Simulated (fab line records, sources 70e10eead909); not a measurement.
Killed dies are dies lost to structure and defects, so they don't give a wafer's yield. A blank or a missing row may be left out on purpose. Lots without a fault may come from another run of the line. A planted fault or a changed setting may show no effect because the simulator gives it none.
Which tool did it? | flow nand_harc | 12 lots, 36 wafers sampled, at 2 steps of a route of 1302

WHAT THE GAUGES READ, wafer by wafer
NHARC_A_SOURCE_PLATE_INSPECT_08.
lot  | measured     | on                | raw_defect_count
L075 | day 8 01:20  | defect_inspect-02 | 53 57 47
L077 | day 9 00:56  | defect_inspect-01 | 65 31 59
L079 | day 9 19:18  | defect_inspect-01 | 46 44 58
L081 | day 10 20:21 | defect_inspect-02 | 89 55 41
L083 | day 11 10:57 | defect_inspect-01 | 69 66 87
L085 | day 12 05:58 | defect_inspect-01 | 33 40 47
L087 | day 12 22:18 | defect_inspect-01 | 36 101 77
L088 | day 14 03:26 | defect_inspect-02 | 40 64 74
L090 | day 14 21:59 | defect_inspect-02 | 79 55 40
L094 | day 16 01:42 | defect_inspect-01 | 58 70 112
L093 | day 16 11:08 | defect_inspect-01 | 49 92 73
L097 | day 17 09:14 | defect_inspect-02 | 57 44 66

WHICH TOOL RAN EACH LOT (tool, then ch and the chambers of the sampled wafers, then the start)
lot  | NHARC_A_ZERO_WELL_ETCH_19
L075 | rie_diel-04 ch 1,2,3, day 7 04:10
L077 | rie_diel-10 ch 0,2, day 8 03:28
L079 | rie_diel-04 ch 0,1, day 8 20:44
L081 | rie_diel-04 ch 0,2,3, day 9 17:10
L083 | rie_diel-13 ch 0,3, day 10 08:52
L085 | rie_diel-13 ch 2,3, day 11 08:59
L087 | rie_diel-10 ch 0,1,3, day 12 00:41
L088 | rie_diel-13 ch 0,2, day 13 06:38
L090 | rie_diel-10 ch 0,3, day 14 01:46
L094 | rie_diel-10 ch 2,3, day 15 04:19
L093 | rie_diel-04 ch 1,2,3, day 15 10:26
L097 | rie_diel-10 ch 0,3, day 16 06:44
- NHARC_A_ZERO_WELL_ETCH_19: etches the open film in N2/H2, target depth 80 nm, overetch 24 nm, time 87.88 s.

THE ANSWER, worked out from the rows above alone
Rule: what is usual is taken from the lots themselves. Put in order of their means at a reading, lots are off if they are a third of the lots or fewer, leave a main group of 4 or more, and stand apart from it by a gap of 3 or more times the standard deviation of the main group's means; of several such gaps the widest counts. A main group whose means are all the same, to the digits that the tables above print for the reading, isn't used. A lot without any number at a reading at which 4 lots or more have one is off too. The other lots that the step has rows for count as sound.
No lot is off at any reading shown: from this, nothing can be told.

WHAT THE SIMULATOR HAD PUT IN
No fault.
